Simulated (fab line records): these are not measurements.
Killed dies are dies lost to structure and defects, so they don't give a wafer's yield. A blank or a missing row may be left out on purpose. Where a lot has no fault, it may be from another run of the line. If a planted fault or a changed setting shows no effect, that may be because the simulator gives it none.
Chamber matching    flow nandHarc    cmp-02 running NHARC_P_M1_CMP_23: 4 sister chambers
The step polishes, t overpolish 20 s, target thk 157.82 nm. 20 wafers are shown with their chamber, then 10 later ones without.

## WAFERS PAIRED WITH THEIR CHAMBERS
wafer   chamber  motorCurrentA (A)  timeToEndpointS (s)
L075.2  0        12.4               28.6
L075.3  1        12.7               26.7
L075.5  0        13.8               28.7
L078.2  0        12.6               29.7
L078.3  2        10.9               33.7
L078.6  0        12.8               30.0
L079.2  2        11.3               33.3
L079.4  3        13.5               33.7
L079.6  3        14.0               32.5
L082.2  3        13.4               29.1
L082.5  0        13.4               28.5
L082.6  3        14.6               28.5
L088.3  3        13.7               30.0
L088.4  1        13.2               25.2
L088.6  0        13.0               26.3
L089.2  0        12.4               26.1
L089.3  1        13.0               25.3
L089.6  3        14.1               24.6
L092.1  0        12.9               27.4
L092.2  2        10.5               32.2

SIGNATURES (means of the wafers above)
reading          chamber 0  chamber 1  chamber 2  chamber 3  scatter within a chamber
motorCurrentA    12.912     12.967     10.900     13.883     0.44
timeToEndpointS  28.163     25.733     33.067     29.733     2.08
Rule: for each reading, subtract the chamber's mean from the wafer's reading, divide by that reading's scatter and square the result; add these up over the readings and take the root, which gives the wafer's distance from the chamber. If the next closest chamber is less than 2 further off than the closest, the wafer can't be placed; otherwise it belongs to the closest. The scatter: the root of (the sum of the squares of (reading less its chamber's mean) over the shown wafers, divided by (wafers less chambers)).

## WAFERS WITH NO CHAMBER GIVEN
wafer   motorCurrentA (A)  timeToEndpointS (s)
L092.6  14.7               28.1
L096.1  10.7               30.4
L096.3  12.5               24.9
L096.4  12.6               25.3
L097.1  12.6               28.8
L097.3  12.3               27.1
L097.4  13.8               26.7
L097.2  10.3               32.3
L097.5  10.3               30.5
L097.6  12.6               24.9

## WHICH CHAMBER EACH WENT THROUGH
wafer   from the rows above           in truth
L092.6  3                             3
L096.1  2                             2
L096.3  can't be placed: 1 or 0       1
L096.4  can't be placed: 1 or 0       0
L097.1  can't be placed: 0 or 1       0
L097.3  can't be placed: 0 or 1       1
L097.4  can't be placed: 3 or 1 or 0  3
L097.2  2                             2
L097.5  2                             2
L097.6  can't be placed: 1 or 0       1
Correctly placed: 4 of 10. Can't be placed from these rows: 6 (the true chamber is among the candidates in 6). Placed wrongly: 0.
